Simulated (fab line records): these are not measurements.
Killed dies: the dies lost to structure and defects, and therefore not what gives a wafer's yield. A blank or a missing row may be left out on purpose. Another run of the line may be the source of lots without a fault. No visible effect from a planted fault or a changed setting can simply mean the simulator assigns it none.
What tool caused it? | flow nand harc | 7 lots, 21 wafers sampled, at 3 steps of a route of 1302

WHAT THE GAUGES SHOWED, per wafer
NHARC_P_M0_CD_MEAS_09 targets a cd of 90 nm.
lot  | measured     | on        | cd nm (nm)
L144 | day 6 15:10  | cd sem-01 | 89.7 90.1 89.1
L152 | day 10 03:26 | cd sem-01 | 90.0 89.2 89.8
L154 | day 10 19:11 | cd sem-03 | 89.2 90.0 89.3
L160 | day 12 23:43 | cd sem-03 | 89.2 88.9 89.5
L162 | day 13 20:20 | cd sem-03 | 90.7 89.8 89.7
L164 | day 15 05:58 | cd sem-02 | 90.9 90.3 90.0
L166 | day 15 17:33 | cd sem-02 | 90.0 89.0 89.8

TOOL THAT RAN EACH LOT (tool first, then ch and the chambers of the sampled wafers, then the start)
lot  | NHARC_P_CONTACT_DEGAS_38     | NHARC_P_CONTACT_PVD_32
L144 | pvd sputter-01, day 6 12:46  | pvd sputter-01, day 6 15:10 or earlier
L152 | pvd sputter-02, day 10 01:10 | pvd sputter-02, day 10 03:26 or earlier
L154 | pvd sputter-03, day 10 16:15 | pvd sputter-03, day 10 19:11 or earlier
L160 | pvd sputter-03, day 12 21:19 | pvd sputter-03, day 12 23:43 or earlier
L162 | pvd sputter-02, day 13 17:55 | pvd sputter-02, day 13 20:20 or earlier
L164 | pvd sputter-01, day 15 03:34 | pvd sputter-01, day 15 05:58 or earlier
L166 | pvd sputter-02, day 15 15:10 | pvd sputter-02, day 15 17:33 or earlier
- NHARC_P_CONTACT_DEGAS_38: time 60 s.
- NHARC_P_CONTACT_PVD_32: deposits Ti, target thk 5 nm, time 17.7 s.

THE ANSWER, worked out from the rows above alone
Rule: usual is defined by the lots themselves. Put in order of their means at a reading, lots are off if they are a third of the lots or fewer, leave a main group of 4 or more, and stand apart from it by a gap of 3 or more times the standard deviation of the main group's means; of several such gaps the widest counts. Not used: any main group whose means are identical at the precision the tables above print for the reading. A lot without any number at a reading at which 4 lots or more have one is off too. The other lots that the step has rows for count as sound.
Nothing can be told from this: no lot is off at any reading shown.

WHAT THE SIMULATOR PUT IN
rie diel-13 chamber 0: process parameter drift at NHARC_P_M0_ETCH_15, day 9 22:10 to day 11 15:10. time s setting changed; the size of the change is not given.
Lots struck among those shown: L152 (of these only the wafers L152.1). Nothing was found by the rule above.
